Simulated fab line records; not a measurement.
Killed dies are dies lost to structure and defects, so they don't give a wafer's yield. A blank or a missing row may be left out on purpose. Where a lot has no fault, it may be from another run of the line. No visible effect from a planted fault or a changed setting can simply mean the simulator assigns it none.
Matching of chambers ; flow nandHarc ; NHARC_A_CHANNEL_FILL_D1_ALD_02 on aldHk-04 has 4 sister chambers
The step deposits SiO2, target thk 6 nm, pulse time 10 s, ald cycles 60. 27 wafers are shown with their chamber, then 12 later ones without.

WAFERS WITH THEIR CHAMBER
wafer;chamber;heaterPowerOuterW (W);heaterPowerW (W);precursorPulseHeightRel
L074.1;0;264;429;1.051
L074.4;2;221;434;1.019
L074.5;0;268;427;0.997
L075.1;2;221;430;1.022
L075.3;1;239;478;1.013
L075.6;1;238;468;1.006
L076.2;3;288;500;1.002
L076.4;1;215;444;0.967
L076.6;0;271;419;1.004
L081.1;3;284;498;0.963
L081.4;2;217;412;1.014
L081.6;3;286;507;0.985
L082.2;2;217;415;0.994
L082.3;3;288;507;0.984
L082.5;1;220;436;0.990
L085.1;2;217;421;1.010
L085.3;3;285;516;0.965
L085.6;0;275;411;1.002
L086.1;1;227;426;0.966
L086.4;2;221;404;1.001
L086.6;3;291;493;1.022
L088.1;1;225;443;1.020
L088.3;2;219;410;0.990
L088.6;0;279;421;0.983
L094.1;3;288;505;1.034
L094.3;2;220;410;0.978
L094.5;3;292;507;1.016

SIGNATURES (averages over the wafers above)
reading;chamber 0;chamber 1;chamber 2;chamber 3;scatter within a chamber
heaterPowerOuterW;271.40;227.33;219.12;287.75;5.43
heaterPowerW;421.40;449.17;417.00;504.12;11.9
precursorPulseHeightRel;1.00740;0.99367;1.00350;0.99638;0.0227
Rule: distance of a wafer from a chamber = root of the sum over the readings of ((wafer's reading minus chamber's mean) / reading's scatter) squared. The wafer belongs to the nearest chamber; if the next one is less than 2 further off, it can't be placed. How the scatter is found: for the shown wafers, subtract from each reading the mean of its chamber, square and add these, divide the total by (wafers less chambers), then take the root.

WAFERS WITHOUT THEIR CHAMBER
wafer;heaterPowerOuterW (W);heaterPowerW (W);precursorPulseHeightRel
L096.2;217;418;1.010
L096.3;227;447;0.982
L096.4;293;507;0.988
L096.1;277;422;1.030
L096.5;298;502;1.022
L096.6;279;420;1.004
L095.1;222;402;0.957
L095.2;272;424;1.005
L095.3;283;502;0.998
L097.2;222;415;0.991
L097.3;272;415;1.037
L097.5;275;420;1.029

CHAMBER TAKEN BY EACH
wafer;from the rows above;in truth
L096.2;2;2
L096.3;1;1
L096.4;3;3
L096.1;0;0
L096.5;3;3
L096.6;0;0
L095.1;can't be placed: 2 or 1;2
L095.2;0;0
L095.3;3;3
L097.2;2;2
L097.3;0;0
L097.5;0;0
Correctly placed: 11 of 12. These rows do not allow placing 1 (true chamber among the candidates in 1). 0 placed wrongly.
